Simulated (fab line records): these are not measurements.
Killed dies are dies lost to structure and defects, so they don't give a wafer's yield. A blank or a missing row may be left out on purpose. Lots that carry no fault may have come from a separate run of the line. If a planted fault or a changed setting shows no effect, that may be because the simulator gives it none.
fab line records	flow n5_finfet
[record] lots = 7	wafers = 21
route steps=1938 shown SD_EPI_N@268 SD_EPI_P@321 SD_ACTIVATION@331 SDB@348 HKMG_FIN@427
start_h: hours from the record's first day to the start of the lot's first wafer shown	wait_h: time in hours since the lot's previous step	" unchanged from the row above	L1.1+2: a single row standing in for several wafers	- either no value or no given start	* or withheld: withheld	< > ~ a bound
route shown NAME@n: names a module that has steps shown in the file, with the first one's number in the route	usual: mean/standard deviation of fault-free wafers	same: alike in all rows	chamber/n: place in a boat	sites: the reading at each site	_std_site: their standard deviation	_edge_site: outer sites' mean less inner sites'	radius_mm: for every site, how far away it sits from the centre of the wafer	mask NAME#n: copy n	behind: the most recent tool/chamber to have shaped the wafer	hold: the reason the lot was held/the length of the hold in hours/how it ended	device: which transistor (n, p or np) failed to switch	end of line: the same wafers' tests at the end of the route	a step given without rows: its recipe and nothing more	killed: not the wafer's yield, but the dies lost to structure and defects at the first sort	map: a wafer's dies, marking killed ones x, the rest . and places with no die _
set.NAME: the run value of the setting; set.NAME@STEP: its run value at that earlier step	model.NAME: the simulator's own value behind a step, which no gauge read
lots with deliberately changed settings; one table per step, one row per wafer
[[steps]]
[step N5_SD_EPI_N_PEB_07]
[recipe] peb_temp_c = 110	peb_time_s = 60	resist = CAR-ArF-block
lot.wafer	tool	chamber	start_h	wait_h	set.peb_time_s
L080.1	litho_track-01	0	89.13	0.1	49.2
L080.2+5	"	0	"	"	60
L081.1+3+4	litho_track-05	0	90.60	0.1	50.5
L090.1+5+6	litho_track-05	0	143.23	0.1	60
L091.2+5+6	litho_track-01	0	150.36	0.0	60
L093.2+5+6	litho_track-01	0	162.56	0.0	60
L096.1+3	litho_track-01	0	180.72	0.1	72.86
L096.2	"	0	"	"	60
L097.2+4+6	litho_track-05	0	187.30	0.0	60
[step N5_SD_EPI_N_DEVELOP_08]
[recipe] develop_time_s = 30	developer = TMAH	resist = CAR-ArF-block	dev_temp_c = 23	rinse_liquid = diw	dry = air_spin
[step N5_SD_EPI_N_CD_MEAS_09]
[recipe] target_cd_nm = 120	landing_energy_ev = 500	detector = se_inlens
[usual] cd_nm = 120.1/0.84
lot.wafer	tool	chamber	start_h	wait_h	set.peb_time_s@SD_EPI_N_PEB_07	cd_nm
L080.1	cd_sem-03	0	89.19	-	49.2	113.6
L080.2	"	0	"	"	60	120.2
L080.5	"	0	"	"	60	119.6
L081.1	cd_sem-01	0	90.67	-	50.5	114.1
L081.3	"	0	"	"	50.5	114.1
L081.4	"	0	"	"	50.5	114.6
L090.1	cd_sem-01	0	143.30	-	60	120.4
L090.5	"	0	"	"	60	119.4
L090.6	"	0	"	"	60	120.2
L091.2	cd_sem-03	0	150.43	-	60	117.1
L091.5	"	0	"	"	60	119.9
L091.6	"	0	"	"	60	118.8
L093.2	cd_sem-03	0	162.63	-	60	120.6
L093.5	"	0	"	"	60	121.0
L093.6	"	0	"	"	60	118.5
L096.1	cd_sem-01	0	180.79	-	72.86	126.3
L096.2	"	0	"	"	60	119.8
L096.3	"	0	"	"	72.86	125.6
L097.2	cd_sem-03	0	187.37	-	60	121.7
L097.4	"	0	"	"	60	120.6
L097.6	"	0	"	"	60	121.0
[step N5_SD_EPI_N_DESCUM_14]
[recipe] chemistry = O2	time_s = 7.9	source_power_w = 50	bias_power_w = 20	pressure_mtorr = 20	rf_frequency_hz = 2.712e+07	temp_c = 40	resist = CAR-ArF-block	o2_flow_sccm = 225
lot.wafer	tool	chamber	start_h	wait_h	set.time_s	set.peb_time_s@SD_EPI_N_PEB_07	model.SD_EPI_N.cd_nm
L080.1	rie_diel-01	1	89.28	0.0	7.9	49.2	113.6
L080.2	"	0	"	"	7.9	60	120.2
L080.5	"	1	"	"	7.9	60	119.4
L081.1	rie_diel-01	1	90.82	0.1	7.9	50.5	114.2
L081.3	"	2	"	"	7.405	50.5	114
L081.4	"	3	"	"	7.9	50.5	114.6
L090.1	rie_diel-01	0	143.97	0.6	7.096	60	120
L090.5	"	1	"	"	7.096	60	119.2
L090.6	"	0	"	"	7.9	60	119.8
L091.2	rie_diel-04	3	150.51	0.0	7.9	60	117.2
L091.5	"	0	"	"	7.9	60	120
L091.6	"	3	"	"	7.9	60	118.8
L093.2	rie_diel-01	1	162.71	0.0	9.521	60	120.4
L093.5	"	2	"	"	7.9	60	121.2
L093.6	"	3	"	"	7.9	60	118.6
L096.1	rie_diel-01	3	180.88	0.0	7.9	72.86	126.6
L096.2	"	1	"	"	8.438	60	119.6
L096.3	"	0	"	"	7.9	72.86	125.2
L097.2	rie_diel-01	2	187.71	0.3	7.9	60	121.6
L097.4	"	3	"	"	8.416	60	121.2
L097.6	"	3	"	"	7.9	60	120.8
[step N5_SD_EPI_N_ETCH_34]
[recipe] chemistry = CF4	target = SiARC	target_depth_a = 455	mask_material = CAR-ArF-block	time_s = 75.8	ion_energy_ev = 80	pressure_mtorr = 40	source_w = 545	bias_w = 36	Ar_flow_sccm = 100	cf4_flow_sccm = 100	ends = cleared
lot.wafer	tool	chamber	start_h	wait_h	set.peb_time_s@SD_EPI_N_PEB_07	model.SD_EPI_N.cd_nm
L080.1	rie_diel-01	1	89.32	0.0	49.2	113.6
L080.2	"	0	"	"	60	120.4
L080.5	"	1	"	"	60	119.4
L081.1	rie_diel-01	1	90.85	0.0	50.5	114.4
L081.3	"	2	"	"	50.5	114
L081.4	"	3	"	"	50.5	114.6
L090.1	rie_diel-01	0	144.01	0.0	60	120
L090.5	"	1	"	"	60	119.4
L090.6	"	0	"	"	60	119.6
L091.2	rie_diel-04	3	150.55	0.0	60	117.4
L091.5	"	0	"	"	60	119.8
L091.6	"	3	"	"	60	118.8
L093.2	rie_diel-01	1	162.75	0.0	60	120.4
L093.5	"	2	"	"	60	121
L093.6	"	3	"	"	60	118.2
L096.1	rie_diel-01	3	180.91	0.0	72.86	126.4
L096.2	"	1	"	"	60	119.8
L096.3	"	0	"	"	72.86	125.4
L097.2	rie_diel-01	2	187.75	0.0	60	121.8
L097.4	"	3	"	"	60	121
L097.6	"	3	"	"	60	120.8
[step N5_SD_EPI_P_EPI_21]
[recipe] material = SiGe:B	dopant = B	temp_c = 550	pressure_torr = 20	ambient = H2	time_s = 355
lot.wafer	tool	chamber	start_h	wait_h	set.temp_c	model.SiGe-B_of_SD_EPI_P_EPI_21.thk_nm
L080.1	epi_rpcvd-01	0	95.83	0.2	550	60.8
L080.2	"	0	"	"	547	56.8
L080.5	"	0	97.75	2.0	550	60
L081.1	epi_rpcvd-04	0	96.74	0.1	550	60.4
L081.3	"	0	"	"	550	60.8
L081.4	"	0	"	"	550	60
L090.1	epi_rpcvd-03	0	150.91	0.1	547.4	57.6
L090.5	"	0	152.35	1.5	547.4	57.4
L090.6	"	0	"	"	547.4	57
L091.2+6	epi_rpcvd-01	0	156.67	0.5	550	60.2
L091.5	"	0	157.75	1.5	550	59.8
L093.2	epi_rpcvd-01	0	169.86	0.6	551.5	63.8
L093.5	"	0	171.30	2.0	550	61.4
L093.6	"	0	"	"	550	61.8
L096.1	epi_rpcvd-03	0	186.66	0.1	550	61.2
L096.2	"	0	"	"	550	60.2
L096.3	"	0	"	"	550	60.8
L097.2	epi_rpcvd-03	0	194.10	0.5	550	60.8
L097.4+6	"	0	"	"	550	61
[step N5_SD_EPI_P_HM_STRIP_48]
[recipe] chemistry = H3PO4	temp_c = 160	material = SiNx	target = SiNx	target_depth_a = 30	overetch_fraction = 0.3
lot.wafer	tool	chamber	start_h	wait_h	set.temp_c@SD_EPI_P_EPI_21	model.SiGe-B_of_SD_EPI_P_EPI_21.thk_nm
L080.1	wet_bench-01	6	98.79	0.0	550	60.4
L080.2	"	4	"	"	547	56.6
L080.5	"	0	"	"	550	59.8
L081.1	wet_bench-06	0	98.97	0.0	550	60
L081.3	"	6	"	"	550	60.6
L081.4	"	7	"	"	550	59.8
L090.1+5	wet_bench-05	2,1	153.15	0.0	547.4	57.2
L090.6	"	4	"	"	547.4	56.6
L091.2+6	wet_bench-05	1,6	158.55	0.0	550	60
L091.5	"	4	"	"	550	59.6
L093.2	wet_bench-06	6	172.33	0.0	551.5	63.4
L093.5	"	3	"	"	550	61.2
L093.6	"	2	"	"	550	61.6
L096.1	wet_bench-01	2	188.91	0.0	550	60.8
L096.2	"	4	"	"	550	59.8
L096.3	"	1	"	"	550	60.6
L097.2	wet_bench-05	6	195.98	0.0	550	60.4
L097.4	"	3	"	"	550	60.6
L097.6	"	1	"	"	550	60.8
[step N5_SD_ACTIVATION_LSA_01]
[recipe] temp_c = 1080	time_s = 0.0008	ambient = N2
[usual] wafer_temp_C_max = 1084.2/0.96
lot.wafer	tool	chamber	start_h	wait_h	set.temp_c	wafer_temp_C_max
L080.1	laser_anneal-02	0	99.15	0.2	1097	1100.8
L080.2	"	0	"	"	1080	1083.6
L080.5	"	0	"	"	1080	1084.8
L081.1	laser_anneal-01	0	99.34	0.2	1080	1086.2
L081.3	"	0	"	"	1080	1084.6
L081.4	"	0	"	"	1080	1085.8
L090.1	laser_anneal-02	0	153.55	0.2	1080	1083.1
L090.5	"	0	"	"	1080	1083.4
L090.6	"	0	"	"	1064	1066.9
L091.2	laser_anneal-01	0	158.94	0.2	1080	1084.8
L091.5	"	0	"	"	1080	1085.6
L091.6	"	0	"	"	1080	1084.7
L093.2	laser_anneal-01	0	172.74	0.2	1065	1068.1
L093.5	"	0	"	"	1080	1083.7
L093.6	"	0	"	"	1065	1069.9
L096.1	laser_anneal-02	0	189.28	0.2	1080	1084.4
L096.2	"	0	"	"	1080	1084.4
L096.3	"	0	"	"	1048	1051.7
L097.2	laser_anneal-01	0	196.50	0.2	1071	1077.0
L097.4	"	0	"	"	1080	1085.4
L097.6	"	0	"	"	1080	1085.8
[step N5_SD_ACTIVATION_RS_MEAS_03]
[recipe] thk_meas_gauge = four-point-probe
[usual] RS_SD_N = 21.91/0.29	RS_SD_P = 56.4/0.82
lot.wafer	tool	chamber	start_h	wait_h	set.temp_c@SD_EPI_P_EPI_21	set.temp_c@SD_ACTIVATION_LSA_01	RS_SD_N[ohm/sq]	RS_SD_P[ohm/sq]
L080.1	film_metro-01	-	99.35	0.2	550	1097	20.07	55.5
L080.2	"	-	"	"	547	1080	21.58	59.6
L080.5	"	-	"	"	550	1080	21.95	56.3
L081.1	film_metro-02	-	99.54	0.2	550	1080	21.81	57.4
L081.3	"	-	"	"	550	1080	22.11	56.3
L081.4	"	-	"	"	550	1080	22.17	57.6
L090.1	film_metro-01	-	153.76	0.2	547.4	1080	21.51	60.1
L090.5	"	-	"	"	547.4	1080	21.47	60.4
L090.6	"	-	"	"	547.4	1064	23.08	60.7
L091.2	film_metro-01	-	159.14	0.2	550	1080	22.09	56.9
L091.5	"	-	"	"	550	1080	21.58	56.7
L091.6	"	-	"	"	550	1080	22.02	57.3
L093.2	film_metro-01	-	172.93	0.2	551.5	1065	23.47	53.9
L093.5	"	-	"	"	550	1080	21.76	55.7
L093.6	"	-	"	"	550	1065	23.39	55.3
L096.1	film_metro-01	-	189.48	0.2	550	1080	21.99	56.5
L096.2	"	-	"	"	550	1080	21.96	57.4
L096.3	"	-	"	"	550	1048	25.38	57.6
L097.2	film_metro-02	-	196.69	0.2	550	1071	22.61	56.5
L097.4	"	-	"	"	550	1080	21.81	56.6
L097.6	"	-	"	"	550	1080	21.78	56.8
[step N5_SDB_COAT_03]
[recipe] resist = SOC	temp_c = 250	time_s = 60	spin_rpm = 1500	resist_thk_nm = 100
lot.wafer	tool	chamber	start_h	wait_h	set.spin_rpm	model.SOC_of_SDB_COAT_03.thk_nm
L080.1	litho_track-04	0	106.32	0.1	1500	99.4
L080.2	"	0	"	"	1500	99.6
L080.5	"	0	"	"	1428	102.2
L081.1+4	litho_track-04	0	106.64	0.1	1500	99.8
L081.3	"	0	"	"	1500	100
L090.1	litho_track-03	0	160.73	0.1	1500	100.2
L090.5	"	0	"	"	1632	95.6
L090.6	"	0	"	"	1500	99.8
L091.2+5+6	litho_track-01	0	166.34	0.1	1500	100.2
L093.2	litho_track-01	0	180.98	0.1	1500	100
L093.5	"	0	"	"	1500	99.8
L093.6	"	0	"	"	1500	100.4
L096.1	litho_track-03	0	196.47	0.1	1500	100
L096.2	"	0	"	"	1431	102.4
L096.3	"	0	"	"	1431	102.6
L097.2	litho_track-03	0	203.40	0.1	1623	96.2
L097.4	"	0	"	"	1623	96.8
L097.6	"	0	"	"	1500	100.4
[step N5_SDB_EXPOSE_08]
[recipe] mask_id = SDB	na = 1.35	source_shape = conventional	sigma_outer = 0.5	polarization = unpolarized	dose_mj = 49.6
lot.wafer	tool	chamber	start_h	wait_h	mask	set.dose_mj
L080.1	arfi_scanner-03	0	106.56	-	SDB#0	47.47
L080.2+5	"	0	"	"	SDB#0	49.6
L081.1	arfi_scanner-02	0	106.89	-	SDB#0	52.08
L081.3+4	"	0	"	"	SDB#0	49.6
L090.1	arfi_scanner-01	0	160.85	-	SDB#0	50.58
L090.5+6	"	0	"	"	SDB#0	49.6
L091.2+5+6	arfi_scanner-01	0	166.46	-	SDB#0	49.6
L093.2	arfi_scanner-01	0	181.23	-	SDB#0	49.6
L093.5+6	"	0	"	"	SDB#0	48.01
L096.1+2+3	arfi_scanner-02	0	196.71	-	SDB#0	49.6
L097.2	arfi_scanner-01	0	203.65	-	SDB#0	48.49
L097.4+6	"	0	"	"	SDB#0	49.6
[step N5_SDB_PEB_09]
[recipe] peb_temp_c = withheld	peb_time_s = 60	resist = CAR-ArF
[step N5_SDB_DEVELOP_10]
[recipe] develop_time_s = 30	developer = TMAH	resist = CAR-ArF	rinse_liquid = diw	dry = air_spin	dev_temp_c = 23
[step N5_SDB_CD_MEAS_11]
[recipe] target_cd_nm = 50	landing_energy_ev = 500	detector = se_inlens	polarity = opening
[usual] cd_nm = 49.4/1.6
lot.wafer	tool	chamber	start_h	wait_h	set.dose_mj@SDB_EXPOSE_08	cd_nm
L080.1	cd_sem-01	0	106.69	-	47.47	44.6
L080.2	"	0	"	"	49.6	48.1
L080.5	"	0	"	"	49.6	49.2
L081.1	cd_sem-01	0	107.01	-	52.08	54.3
L081.3	"	0	"	"	49.6	46.5
L081.4	"	0	"	"	49.6	49.3
L090.1	cd_sem-03	0	160.97	-	50.58	48.2
L090.5	"	0	"	"	49.6	46.9
L090.6	"	0	"	"	49.6	46.6
L091.2	cd_sem-02	0	166.58	-	49.6	48.6
L091.5	"	0	"	"	49.6	48.6
L091.6	"	0	"	"	49.6	49.9
L093.2	cd_sem-02	0	181.35	-	49.6	49.0
L093.5	"	0	"	"	48.01	48.3
L093.6	"	0	"	"	48.01	44.5
L096.1	cd_sem-02	0	196.83	-	49.6	48.1
L096.2	"	0	"	"	49.6	48.5
L096.3	"	0	"	"	49.6	49.0
L097.2	cd_sem-02	0	203.77	-	48.49	46.2
L097.4	"	0	"	"	49.6	48.5
L097.6	"	0	"	"	49.6	50.6
[step N5_SDB_DESCUM_16]
[recipe] chemistry = O2	time_s = 7.9	source_power_w = 50	bias_power_w = 20	pressure_mtorr = 20	rf_frequency_hz = 2.712e+07	temp_c = 40	resist = CAR-ArF	o2_flow_sccm = 225
[step N5_SDB_ETCH_17]
[recipe] chemistry = CF4	target = SiARC	target_depth_a = 234	mask_material = CAR-ArF	time_s = 39	ion_energy_ev = 80	pressure_mtorr = 40	source_w = 545	bias_w = 36	Ar_flow_sccm = 100	cf4_flow_sccm = 100	ends = cleared
[step N5_SDB_ETCH_18]
[recipe] chemistry = N2/H2	target = SOC	target_depth_a = 1000	overetch_a = 200	mask_material = SiARC	temp_c = 40	time_s = 150	ion_energy_ev = 200	pressure_mtorr = 30	source_w = 840	bias_w = 150	n2_flow_sccm = 200	h2_flow_sccm = 200
lot.wafer	tool	chamber	start_h	wait_h	set.spin_rpm@SDB_COAT_03	model.etch.depth_nm
L080.1	rie_diel-03	3	106.85	0.0	1500	99.46
L080.2	"	2	"	"	1500	99.68
L080.5	"	2	"	"	1428	102.1
L081.1	rie_diel-04	1	107.17	0.0	1500	99.89
L081.3	"	0	"	"	1500	100.1
L081.4	"	3	"	"	1500	99.86
L090.1	rie_diel-01	1	161.18	0.0	1500	100.1
L090.5	"	3	"	"	1632	95.59
L090.6	"	2	"	"	1500	99.7
L091.2	rie_diel-04	2	166.74	0.0	1500	100.3
L091.5+6	"	3,2	"	"	1500	100.2
L093.2	rie_diel-03	0	181.63	0.0	1500	100.1
L093.5	"	2	"	"	1500	99.76
L093.6	"	3	"	"	1500	100.4
L096.1	rie_diel-03	0	198.18	0.0	1500	100.1
L096.2	"	1	"	"	1431	102.4
L096.3	"	2	"	"	1431	102.6
L097.2	rie_diel-03	0	204.19	0.0	1623	96.28
L097.4	"	3	"	"	1623	96.79
L097.6	"	0	"	"	1500	100.4
[step N5_SDB_STRIP_19]
[recipe] chemistry = N2/H2	temp_c = 40	n2_flow_sccm = 200	h2_flow_sccm = 200	rf_frequency_hz = 6e+07
[step N5_SDB_STRIP_21]
[recipe] chemistry = CF4	resist = SiARC	power_w = 300	bias_power_w = 75	pressure_mtorr = 50	cf4_flow_sccm = 150	rf_frequency_hz = 6e+07
[step N5_SDB_HM_OPEN_20]
[recipe] chemistry = CH3F/O2	target = SiNx	mask_material = SOC	target_depth_a = 240	stop_on = poly-Si	over_etch_frac = 0.4	ion_energy_ev = 120	pressure_mtorr = 30	source_w = 395	bias_w = 73	Ar_flow_sccm = 150	CH3F_flow_sccm = 30	O2_flow_sccm = 20
lot.wafer	tool	chamber	start_h	wait_h	set.spin_rpm@SDB_COAT_03	model.SOC_of_SDB_COAT_03.thk_nm
L080.1	rie_diel-03	3	107.00	0.0	1500	83.6
L080.2	"	2	"	"	1500	83.4
L080.5	"	2	"	"	1428	85.8
L081.1	rie_diel-04	1	107.33	0.0	1500	84
L081.3	"	0	"	"	1500	83.8
L081.4	"	3	"	"	1500	83.4
L090.1	rie_diel-01	1	161.33	0.0	1500	84.2
L090.5	"	3	"	"	1632	79.4
L090.6	"	2	"	"	1500	83.6
L091.2	rie_diel-04	2	166.90	0.0	1500	83.4
L091.5	"	3	"	"	1500	83.8
L091.6	"	2	"	"	1500	83.2
L093.2	rie_diel-03	0	181.78	0.0	1500	84.4
L093.5	"	2	"	"	1500	83.4
L093.6	"	3	"	"	1500	84.6
L096.1	rie_diel-03	0	198.34	0.0	1500	84.6
L096.2	"	1	"	"	1431	85.4
L096.3	"	2	"	"	1431	86.2
L097.2	rie_diel-03	0	204.35	0.0	1623	80.4
L097.4	"	3	"	"	1623	81
L097.6	"	0	"	"	1500	84.8
[step N5_SDB_STRIP_22]
[recipe] chemistry = N2/H2	power_w = 1000	temp_c = 250	h2_frac = 0.65	overash_fraction = 0.3	pressure_mtorr = withheld	n2_flow_sccm = 1750	h2_flow_sccm = 3250
[usual] strip_time_to_endpoint_s = 96.1/0.44
lot.wafer	tool	chamber	start_h	wait_h	set.spin_rpm@SDB_COAT_03	strip_time_to_endpoint_s
L080.1	plasma_asher-02	1	107.08	0.1	1500	95.8
L080.2	"	0	"	"	1500	95.6
L080.5	"	0	"	"	1428	97.9
L081.1	plasma_asher-02	0	107.41	0.1	1500	96.2
L081.3	"	0	"	"	1500	96.1
L081.4	"	1	"	"	1500	95.6
L090.1	plasma_asher-01	0	161.41	0.1	1500	96.3
L090.5	"	0	"	"	1632	92.0
L090.6	"	1	"	"	1500	95.8
L091.2	plasma_asher-02	1	166.98	0.1	1500	95.6
L091.5	"	0	"	"	1500	96.0
L091.6	"	1	"	"	1500	95.5
L093.2	plasma_asher-02	0	181.95	0.1	1500	96.6
L093.5	"	0	"	"	1500	95.7
L093.6	"	1	"	"	1500	96.8
L096.1	plasma_asher-01	0	198.42	0.1	1500	96.8
L096.2	"	1	"	"	1431	97.5
L096.3	"	0	"	"	1431	98.3
L097.2	plasma_asher-01	0	204.43	0.1	1623	92.9
L097.4	"	0	"	"	1623	93.3
L097.6	"	0	"	"	1500	96.9
[step N5_HKMG_FIN_EXPOSE_09]
[recipe] mask_id = NWFM	na = 1.35	source_shape = conventional	sigma_outer = 0.8	polarization = unpolarized	dose_mj = 39.25
lot.wafer	tool	chamber	start_h	wait_h	mask	set.dose_mj
L080.1+2+5	arfi_scanner-03	0	115.57	-	NWFM#0	39.25
L081.1+3+4	arfi_scanner-03	0	116.28	-	NWFM#0	39.25
L090.1+5	arfi_scanner-03	0	170.60	-	NWFM#0	39.25
L090.6	"	0	"	"	NWFM#0	37.85
L091.2+5+6	arfi_scanner-02	0	175.90	-	NWFM#0	39.25
L093.2+6	arfi_scanner-02	0	190.18	-	NWFM#0	39.25
L093.5	"	0	"	"	NWFM#0	41.64
L096.1+2+3	arfi_scanner-03	0	208.46	-	NWFM#0	39.25
L097.2+6	arfi_scanner-03	0	213.91	-	NWFM#0	39.25
L097.4	"	0	"	"	NWFM#0	40.6
[step N5_HKMG_FIN_PEB_10]
[recipe] peb_temp_c = withheld	peb_time_s = 60	resist = CAR-ArF
[step N5_HKMG_FIN_DEVELOP_11]
[recipe] develop_time_s = 30	developer = TMAH	resist = CAR-ArF	dev_temp_c = 23	rinse_liquid = diw	dry = air_spin
[step N5_HKMG_FIN_CD_MEAS_12]
[recipe] target_cd_nm = 92.8	landing_energy_ev = 500	detector = se_inlens
[usual] cd_nm = 92.6/0.82
lot.wafer	tool	chamber	start_h	wait_h	set.dose_mj@HKMG_FIN_EXPOSE_09	cd_nm
L080.1	cd_sem-01	0	115.69	-	39.25	93.8
L080.2	"	0	"	"	39.25	94.7
L080.5	"	0	"	"	39.25	92.8
L081.1	cd_sem-03	0	116.40	-	39.25	92.8
L081.3	"	0	"	"	39.25	93.4
L081.4	"	0	"	"	39.25	92.7
L090.1	cd_sem-03	0	170.72	-	39.25	92.6
L090.5	"	0	"	"	39.25	92.1
L090.6	"	0	"	"	37.85	90.9
L091.2	cd_sem-01	0	176.02	-	39.25	93.2
L091.5	"	0	"	"	39.25	92.5
L091.6	"	0	"	"	39.25	92.2
L093.2	cd_sem-03	0	190.30	-	39.25	91.8
L093.5	"	0	"	"	41.64	97.8
L093.6	"	0	"	"	39.25	93.9
L096.1	cd_sem-03	0	208.58	-	39.25	91.8
L096.2	"	0	"	"	39.25	91.9
L096.3	"	0	"	"	39.25	92.4
L097.2	cd_sem-02	0	214.03	-	39.25	92.4
L097.4	"	0	"	"	40.6	94.7
L097.6	"	0	"	"	39.25	93.2
[[key]]
[split] step = N5_SD_EPI_N_PEB_07	setting = peb_time_s	stated = 60	by = wafer
[response] step = N5_SD_EPI_N_CD_MEAS_09	reading = cd_nm	change = +0.313	per = 1%	r = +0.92
[response] step = N5_SD_EPI_N_DESCUM_14	reading = model.SD_EPI_N.cd_nm	change = +0.315	per = 1%	r = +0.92
[response] step = N5_SD_EPI_N_ETCH_34	reading = model.SD_EPI_N.cd_nm	change = +0.312	per = 1%	r = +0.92
[split] step = N5_SD_EPI_N_DESCUM_14	setting = time_s	stated = 7.9	by = wafer
response none clear
[split] step = N5_SD_EPI_P_EPI_21	setting = temp_c	stated = 550	by = wafer
[response] step = N5_SD_EPI_P_EPI_21	reading = model.SiGe-B_of_SD_EPI_P_EPI_21.thk_nm	change = +6.89	per = 1%	r = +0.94
[response] step = N5_SD_EPI_P_HM_STRIP_48	reading = model.SiGe-B_of_SD_EPI_P_EPI_21.thk_nm	change = +6.6	per = 1%	r = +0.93
[response] step = N5_SD_ACTIVATION_RS_MEAS_03	reading = RS_SD_P	change = -6.62	per = 1%	r = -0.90
[split] step = N5_SD_ACTIVATION_LSA_01	setting = temp_c	stated = 1080	by = wafer
[response] step = N5_SD_ACTIVATION_LSA_01	reading = wafer_temp_C_max	change = *	per = 1%	r = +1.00
[response] step = N5_SD_ACTIVATION_RS_MEAS_03	reading = RS_SD_N	change = -1.13	per = 1%	r = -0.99
[split] step = N5_SDB_COAT_03	setting = spin_rpm	stated = 1500	by = wafer
[response] step = N5_SDB_COAT_03	reading = model.SOC_of_SDB_COAT_03.thk_nm	change = -0.504	per = 1%	r = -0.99
[response] step = N5_SDB_ETCH_18	reading = model.etch.depth_nm	change = -0.492	per = 1%	r = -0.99
[response] step = N5_SDB_HM_OPEN_20	reading = model.SOC_of_SDB_COAT_03.thk_nm	change = -0.475	per = 1%	r = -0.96
[response] step = N5_SDB_STRIP_22	reading = strip_time_to_endpoint_s	change = *	per = 1%	r = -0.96
[split] step = N5_SDB_EXPOSE_08	setting = dose_mj	stated = 49.6	by = wafer
[response] step = N5_SDB_CD_MEAS_11	reading = cd_nm	change = +1.09	per = 1%	r = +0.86
[split] step = N5_HKMG_FIN_EXPOSE_09	setting = dose_mj	stated = 39.25	by = wafer
[response] step = N5_HKMG_FIN_CD_MEAS_12	reading = cd_nm	change = +0.675	per = 1%	r = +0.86
